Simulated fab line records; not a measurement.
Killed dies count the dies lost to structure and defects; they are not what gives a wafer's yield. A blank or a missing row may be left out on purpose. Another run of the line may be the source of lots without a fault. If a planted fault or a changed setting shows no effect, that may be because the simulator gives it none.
fab line records -- flow n5-finfet
record lots=6, wafers=18, last-day=17
route steps=1938 shown BEOL_M3@1006 BEOL_M4@1111
lots untouched by any fault: they come from a run of this same line in which no faults occurred
start-h: hours from the record's opening day to when the first of the lot's shown wafers began -- wait-h: time in hours since the lot's previous step -- " as in the row above -- L1.1+2: one row covering several wafers at once -- - no value, or no start was given -- * or withheld: withheld -- < > ~ a bound
route shown NAME@n: a module of which the file shows steps, and the number in the route of the first -- usual: average and standard deviation across the fault-free wafers -- same: alike in all rows -- chamber/n: place in a boat -- sites: readings site by site -- _std_site: standard deviation of those values -- _edge_site: inner sites' mean taken away from outer sites' mean -- radius-mm: how far each site lies from the wafer's centre -- mask NAME#n: copy n -- behind: the tool/chamber that last shaped the wafer -- hold: what put the lot on hold/how long, in hours/how the hold closed -- device: transistor that didn't switch, given as n, p or np -- end of line: the tests these same wafers got at the end of their route -- a step with no rows: only its recipe -- killed: at the first sort, the dies lost to defects and structure; wafer yield is something else -- map: a wafer's dies, marking killed ones x, the rest . and places with no die _
set.NAME: the setting as run; set.NAME@STEP: as run at that earlier step -- model.NAME: the simulator's own value behind a step, which no gauge read
lots seen at some steps along the route; tables by step, rows by wafer
services: a tool's chamber out of use, with start hour (start-h, from the record's first day; less than 0 if before it), hours out, and reason
## steps
# step N5_BEOL_M3_SPUTTER_92
# recipe material=Cu, target-thk-a=45, temp-c=-20, chamber-pressure-pa=0.07, power-w=withheld, time-s=8.29
# step N5_BEOL_M3_ANNEAL_93
# recipe temp-c=400, time-s=240, ambient=vacuum
# usual heater-power-w=906/130
lot.wafer,tool,chamber,start-h,wait-h,heater-power-w
L888.1,pvd-sputter-01,-,187.51,0.0,1010
L888.3,pvd-sputter-01,-,187.51,0.0,841
L888.5,pvd-sputter-01,-,187.51,0.0,835
L890.1,pvd-sputter-03,-,193.62,0.0,685
L890.2,pvd-sputter-03,-,193.62,0.0,978
L890.4,pvd-sputter-03,-,193.62,0.0,770
L894.4,pvd-sputter-02,-,220.69,0.0,762
L894.5,pvd-sputter-02,-,220.69,0.0,907
L894.6,pvd-sputter-02,-,220.69,0.0,904
L895.3,pvd-sputter-01,-,231.46,0.0,899
L895.5,pvd-sputter-01,-,231.46,0.0,852
L895.6,pvd-sputter-01,-,231.46,0.0,1056
L904.3,pvd-sputter-01,-,280.38,0.0,864
L904.4,pvd-sputter-01,-,280.38,0.0,1029
L904.5,pvd-sputter-01,-,280.38,0.0,1056
L906.3,pvd-sputter-03,-,289.41,0.0,955
L906.4,pvd-sputter-03,-,289.41,0.0,693
L906.6,pvd-sputter-03,-,289.41,0.0,689
# step N5_BEOL_M3_SPUTTER_94
# recipe material=Cu, target-thk-a=45, temp-c=-20, chamber-pressure-pa=0.07, power-w=withheld, time-s=8.29
# step N5_BEOL_M3_ANNEAL_95
# recipe temp-c=400, time-s=240, ambient=vacuum
# usual heater-power-w=903/130
lot.wafer,tool,chamber,start-h,wait-h,heater-power-w
L888.1,pvd-sputter-01,-,187.73,0.0,1056
L888.3,pvd-sputter-01,-,187.73,0.0,826
L888.5,pvd-sputter-01,-,187.73,0.0,842
L890.1,pvd-sputter-03,-,193.84,0.0,661
L890.2,pvd-sputter-03,-,193.84,0.0,920
L890.4,pvd-sputter-03,-,193.84,0.0,787
L894.4,pvd-sputter-02,-,220.91,0.0,763
L894.5,pvd-sputter-02,-,220.91,0.0,904
L894.6,pvd-sputter-02,-,220.91,0.0,928
L895.3,pvd-sputter-01,-,231.68,0.0,893
L895.5,pvd-sputter-01,-,231.68,0.0,828
L895.6,pvd-sputter-01,-,231.68,0.0,1074
L904.3,pvd-sputter-01,-,280.60,0.0,836
L904.4,pvd-sputter-01,-,280.60,0.0,1031
L904.5,pvd-sputter-01,-,280.60,0.0,1019
L906.3,pvd-sputter-03,-,289.63,0.0,950
L906.4,pvd-sputter-03,-,289.63,0.0,699
L906.6,pvd-sputter-03,-,289.63,0.0,682
# step N5_BEOL_M3_SPUTTER_96
# recipe material=Cu, target-thk-a=45, temp-c=-20, chamber-pressure-pa=0.07, power-w=withheld, time-s=8.29
# usual chuck-gas-flow-sccm=1.26/0.052, throttle-valve-pct=30.3/1.1
lot.wafer,tool,chamber,start-h,wait-h,chuck-gas-flow-sccm,throttle-valve-pct
L888.1,pvd-sputter-01,-,187.87,0.1,1.31,31.5
L888.3,pvd-sputter-01,-,187.87,0.1,1.37,31.0
L888.5,pvd-sputter-01,-,187.87,0.1,1.35,30.9
L890.1,pvd-sputter-03,-,193.98,0.1,1.27,30.3
L890.2,pvd-sputter-03,-,193.98,0.1,1.32,31.6
L890.4,pvd-sputter-03,-,193.98,0.1,1.26,28.7
L894.4,pvd-sputter-02,-,221.05,0.1,1.30,30.4
L894.5,pvd-sputter-02,-,221.05,0.1,1.25,29.9
L894.6,pvd-sputter-02,-,221.05,0.1,1.28,31.6
L895.3,pvd-sputter-01,-,231.82,0.1,1.34,29.5
L895.5,pvd-sputter-01,-,231.82,0.1,1.29,31.1
L895.6,pvd-sputter-01,-,231.82,0.1,1.26,30.9
L904.3,pvd-sputter-01,-,280.74,0.1,1.23,30.9
L904.4,pvd-sputter-01,-,280.74,0.1,1.23,31.4
L904.5,pvd-sputter-01,-,280.74,0.1,1.27,31.5
L906.3,pvd-sputter-03,-,289.77,0.1,1.25,29.1
L906.4,pvd-sputter-03,-,289.77,0.1,1.30,30.1
L906.6,pvd-sputter-03,-,289.77,0.1,1.23,30.4
# step N5_BEOL_M3_ECD_50
# recipe material=Cu, target-thk-a=3000
# step N5_BEOL_M3_ANNEAL_51
# recipe temp-c=225, time-s=90, ambient=N2
# step N5_BEOL_M3_CMP_52
# recipe stop-on=SiOC, t-overpolish-s=6.8, down-force-psi=1, platen-rpm=50, clearing-platen-down-force-psi=1.5, clearing-platen-rpm=50, post-cmp-clean=cu-alkaline, target-thk-nm=40, clearing-platen-pad-velocity-m-s=0.99484, pad-velocity-m-s=0.99484
# usual barrier-field-endpoint-s=24.7/0.56, clearing-platen-down-force-psi=1.5000/0.0029, motor-current-A=6.1/0.55, overpolish-run-s=6.800/0.0086, slurry-filter-dp-kPa=13.47/0.13, time-to-endpoint-s=63/3.2
lot.wafer,tool,chamber,start-h,wait-h,barrier-field-endpoint-s,clearing-platen-down-force-psi,motor-current-A,overpolish-run-s,slurry-filter-dp-kPa,time-to-endpoint-s
L888.3,cmp-01,3,188.40,0.2,23.4,1.5000,7.1,6.790,13.54,58
L888.1,cmp-01,0,188.40,0.2,23.4,1.4993,6.0,6.800,13.26,55
L888.5,cmp-01,0,188.40,0.2,23.6,1.4976,6.0,6.807,13.64,53
L890.1,cmp-04,1,194.47,0.3,25.1,1.4994,6.1,6.801,13.30,62
L890.4,cmp-04,3,194.47,0.3,24.9,1.4978,6.9,6.795,13.55,64
L890.2,cmp-04,0,194.47,0.3,24.0,1.4957,6.0,6.802,13.72,61
L894.4,cmp-02,3,221.88,0.3,24.7,1.5014,5.6,6.805,13.25,63
L894.5,cmp-02,1,221.88,0.3,26.0,1.5022,5.8,6.796,13.24,69
L894.6,cmp-02,2,221.88,0.3,25.9,1.5033,5.7,6.814,13.28,65
L895.3,cmp-04,2,232.52,0.4,24.6,1.5023,5.5,6.803,13.56,63
L895.5,cmp-04,0,232.52,0.4,25.0,1.4951,6.4,6.796,13.58,66
L895.6,cmp-04,1,232.52,0.4,25.3,1.4973,5.5,6.794,13.66,64
L904.4,cmp-02,3,281.29,0.2,24.3,1.5012,5.4,6.811,13.53,59
L904.3,cmp-02,0,281.29,0.2,24.7,1.4957,6.4,6.790,13.38,63
L904.5,cmp-02,3,281.29,0.2,24.6,1.5000,5.3,6.799,13.58,61
L906.4,cmp-02,3,290.37,0.2,24.7,1.4966,5.4,6.808,13.32,64
L906.3,cmp-02,0,290.37,0.2,24.6,1.5017,6.5,6.802,13.41,62
L906.6,cmp-02,2,290.37,0.2,25.1,1.5045,5.4,6.796,13.16,63
# step N5_BEOL_M3_THK_MEAS_53
# recipe thk-meas-gauge=xrf, reads=Cu_of_BEOL_M3_ECD_50
# usual M3_THK=39.9/1.4
lot.wafer,tool,chamber,start-h,wait-h,M3_THK[nm]
L888.1,film-metro-02,-,188.69,-,39.1
L888.3,film-metro-02,-,188.69,-,39.0
L888.5,film-metro-02,-,188.69,-,40.2
L890.1,film-metro-01,-,194.77,-,39.6
L890.2,film-metro-01,-,194.77,-,39.1
L890.4,film-metro-01,-,194.77,-,40.7
L894.4,film-metro-01,-,222.10,-,40.1
L894.5,film-metro-01,-,222.10,-,41.6
L894.6,film-metro-01,-,222.10,-,40.4
L895.3,film-metro-01,-,232.74,-,40.7
L895.5,film-metro-01,-,232.74,-,40.1
L895.6,film-metro-01,-,232.74,-,42.6
L904.3,film-metro-01,-,281.54,-,38.4
L904.4,film-metro-01,-,281.54,-,40.6
L904.5,film-metro-01,-,281.54,-,39.1
L906.3,film-metro-02,-,290.59,-,39.4
L906.4,film-metro-02,-,290.59,-,40.7
L906.6,film-metro-02,-,290.59,-,40.8
# step N5_BEOL_M3_PRE_CLEAN_60
# recipe gas=NH3/H2, time-s=15, temp-c=*, rf-power-w=300
# usual heater-power-w=82/7.6
lot.wafer,tool,chamber,start-h,wait-h,heater-power-w
L888.1,cvd-co-01,2,188.73,0.0,71
L888.3,cvd-co-01,0,188.73,0.0,90
L888.5,cvd-co-01,0,188.73,0.0,92
L890.1,cvd-co-02,2,194.80,0.0,88
L890.2,cvd-co-02,0,194.80,0.0,86
L890.4,cvd-co-02,2,194.80,0.0,89
L894.4,cvd-co-02,1,222.16,0.1,75
L894.5,cvd-co-02,0,222.16,0.1,83
L894.6,cvd-co-02,2,222.16,0.1,88
L895.3,cvd-co-01,2,232.77,0.0,71
L895.5,cvd-co-01,2,232.77,0.0,71
L895.6,cvd-co-01,0,232.77,0.0,93
L904.3,cvd-co-02,0,281.66,0.1,86
L904.4,cvd-co-02,1,281.66,0.1,76
L904.5,cvd-co-02,2,281.66,0.1,88
L906.3,cvd-co-02,2,290.62,0.0,89
L906.4,cvd-co-02,1,290.62,0.0,75
L906.6,cvd-co-02,0,290.62,0.0,85
# step N5_BEOL_M3_CO_CAP_55
# recipe material=Co, target-thk-a=20, temp-c=200, precursor=CCTBA/H2, pressure-torr=30, time-s=102.1
# step N5_BEOL_M3_PRE_CLEAN_56
# recipe gas=NH3, time-s=15, temp-c=withheld, rf-power-w=300
# step N5_BEOL_M3_DEP_57
# recipe material=SiCN, target-thk-a=80, temp-c=withheld, precursor=3MS/NH3, pressure-torr=3, rf-w=202, time-s=14
# usual chamber-pressure-Torr=3.001/0.0068, showerhead-plenum-p-Torr=3.669/0.01, throttle-valve-pct=9.1/0.42
lot.wafer,tool,chamber,start-h,wait-h,chamber-pressure-Torr,showerhead-plenum-p-Torr,throttle-valve-pct,model.SiCN_of_BEOL_M3_DEP_57.thk-nm
L888.1,pecvd-03,2,188.89,0.0,2.996,3.658,8.5,8.4
L888.3,pecvd-03,0,188.89,0.0,3.002,3.656,9.3,8.2
L888.5,pecvd-03,2,188.89,0.0,3.005,3.655,8.2,8.4
L890.1,pecvd-02,0,194.96,0.0,3.000,3.671,9.7,7.8
L890.2,pecvd-02,1,194.96,0.0,3.007,3.660,9.2,7.8
L890.4,pecvd-02,1,194.96,0.0,2.998,3.654,9.2,8
L894.4,pecvd-02,0,222.31,0.0,3.000,3.678,9.7,8
L894.5,pecvd-02,2,222.31,0.0,3.010,3.673,9.2,3.6
L894.6,pecvd-02,1,222.31,0.0,3.007,3.673,9.1,8.2
L895.3,pecvd-02,0,232.93,0.0,3.012,3.659,9.8,8
L895.5,pecvd-02,1,232.93,0.0,3.008,3.667,9.3,3.4
L895.6,pecvd-02,0,232.93,0.0,3.002,3.680,9.8,8.2
L904.3,pecvd-01,2,281.82,0.0,2.996,3.671,8.5,8
L904.4,pecvd-01,0,281.82,0.0,3.005,3.647,8.9,8
L904.5,pecvd-01,1,281.82,0.0,3.007,3.683,9.0,8
L906.3,pecvd-01,2,290.78,0.0,3.001,3.679,8.2,7.8
L906.4,pecvd-01,0,290.78,0.0,3.001,3.657,8.8,7.8
L906.6,pecvd-01,2,290.78,0.0,3.001,3.673,8.2,7.8
# step N5_BEOL_M3_RS_MEAS_58
# recipe thk-meas-gauge=four-point-probe, reads=Co_of_BEOL_M3_CO_CAP_55+Cu_of_BEOL_M3_ECD_50+Co_of_BEOL_M3_CVD_47+TaN_of_BEOL_M3_ALD_84
# usual M3_RS=0.67/0.03
lot.wafer,tool,chamber,start-h,wait-h,M3_RS[ohm/sq]
L888.1,film-metro-02,-,188.95,0.0,0.68
L888.3,film-metro-02,-,188.95,0.0,0.69
L888.5,film-metro-02,-,188.95,0.0,0.66
L890.1,film-metro-02,-,195.03,0.0,0.67
L890.2,film-metro-02,-,195.03,0.0,0.68
L890.4,film-metro-02,-,195.03,0.0,0.66
L894.4,film-metro-01,-,222.37,0.0,0.66
L894.5,film-metro-01,-,222.37,0.0,0.63
L894.6,film-metro-01,-,222.37,0.0,0.65
L895.3,film-metro-01,-,233.00,0.1,0.65
L895.5,film-metro-01,-,233.00,0.1,0.66
L895.6,film-metro-01,-,233.00,0.1,0.61
L904.3,film-metro-01,-,281.89,0.1,0.71
L904.4,film-metro-01,-,281.89,0.1,0.66
L904.5,film-metro-01,-,281.89,0.1,0.69
L906.3,film-metro-02,-,290.85,0.1,0.67
L906.4,film-metro-02,-,290.85,0.1,0.64
L906.6,film-metro-02,-,290.85,0.1,0.63
# step N5_BEOL_M4_RC_MEAS_101
# usual DIBL_N=35.8/1.8, DIBL_P=35.6/2, IOFF_N=0.148/0.028, IOFF_P=0.20/0.034, ION_N=672/12, ION_P=462/8.5, SS_N=71.2/0.65, SS_P=73.1/0.67, VT_N=251/3.3, VT_P=-251/3.8
lot.wafer,tool,chamber,start-h,wait-h,DIBL_N[mV/V],DIBL_P[mV/V],IOFF_N[nA/um],IOFF_P[nA/um],ION_N[uA/um],ION_P[uA/um],SS_N[mV/dec],SS_P[mV/dec],VT_N[mV],VT_P[mV]
L888.1,prober-01,0,196.42,0.0,36.1,34.7,0.136,0.18,678,461,71.2,73.2,251,-253
L888.3,prober-01,0,196.42,0.0,34.8,33.6,0.117,0.16,663,454,70.6,72.5,252,-255
L888.5,prober-01,0,196.42,0.0,36.1,35.3,0.133,0.18,664,457,71.0,73.3,257,-252
L890.1,prober-01,0,202.10,0.0,39.4,37.9,0.207,0.27,693,484,71.9,74.3,244,-243
L890.2,prober-01,0,202.10,0.0,36.9,35.3,0.155,0.22,672,468,71.6,73.5,251,-246
L890.4,prober-01,0,202.10,0.0,36.8,36.0,0.171,0.24,689,481,71.8,72.6,246,-244
L894.4,prober-01,0,232.01,0.5,34.7,35.5,0.142,0.19,678,463,71.1,72.4,249,-250
L894.5,prober-01,0,232.01,0.5,32.9,33.3,0.118,0.16,671,463,70.8,72.7,250,-251
L894.6,prober-01,0,232.01,0.5,35.9,36.8,0.151,0.20,670,461,70.8,72.7,249,-252
L895.3,prober-01,0,242.45,0.3,35.0,36.5,0.149,0.22,667,466,71.0,73.6,250,-251
L895.5,prober-01,0,242.45,0.3,35.1,36.5,0.157,0.22,676,465,71.2,73.3,248,-248
L895.6,prober-01,0,242.45,0.3,35.4,36.0,0.158,0.21,665,458,71.1,73.4,248,-250
L904.3,prober-01,0,290.62,0.3,36.1,36.8,0.140,0.20,661,454,71.8,73.3,253,-249
L904.4,prober-01,0,290.62,0.3,38.2,38.9,0.176,0.23,672,461,72.2,73.3,248,-251
L904.5,prober-01,0,290.62,0.3,36.3,37.5,0.148,0.20,662,455,71.2,74.3,250,-250
L906.3,prober-02,0,311.02,0.3,34.3,34.4,0.142,0.20,690,471,70.7,72.1,253,-250
L906.4,prober-02,0,311.02,0.3,37.9,38.2,0.200,0.25,686,472,71.2,73.8,247,-247
L906.6,prober-02,0,311.02,0.3,38.1,38.1,0.214,0.26,705,481,71.2,72.8,243,-244
## services
tool,chamber,start-h,hours,kind
cvd-co-01,-,164.81,14.6,pm
pecvd-01,1,167.18,4.5,repair
cmp-01,-,189.59,0.3,repair
cmp-01,-,193.67,4.0,pm
cmp-04,-,206.70,4.0,pm
pecvd-02,1,207.07,5.5,scheduled-down
cmp-02,-,208.01,1.8,repair
cmp-04,-,210.70,-,consumable-replace:conditioner
cmp-04,-,210.70,-,consumable-replace:pad
cvd-co-01,-,212.47,5.0,repair
pecvd-02,2,213.03,5.5,scheduled-down
cmp-04,-,217.95,6.5,repair
cmp-01,-,218.47,1.5,repair
pecvd-01,-,219.34,6.0,pm
pecvd-01,2,234.42,2.5,repair
pecvd-01,2,236.96,-,clean
pecvd-01,2,236.96,-,consumable-replace:showerhead
pecvd-01,2,236.96,29.0,scheduled-down
pecvd-01,2,236.96,29.0,vent-cycle
cmp-01,-,241.90,1.7,repair
pecvd-01,1,252.08,2.1,scheduled-down
cmp-01,-,256.66,12.8,pm
pecvd-03,2,270.65,2.1,repair
pvd-sputter-01,-,290.79,0.8,repair
## key
first-sign none at tools or gauges
model-effect step=N5_BEOL_M3_DEP_57, value=SiCN_of_BEOL_M3_DEP_57.thk-nm, without=8, struck=3.5
met-at N5_BEOL_M3_DEP_57
struck-wafers L894.5,L895.5
onset-between 194.96 222.31
fault kind=process-parameter-drift, tool=pecvd-02, chamber=-, onset-h=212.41, steps=N5_BEOL_M3_DEP_57, channel=time-s, offset=*, shape=step, end-h=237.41, scope=struck-wafers-only, acts-in=*, stated=*
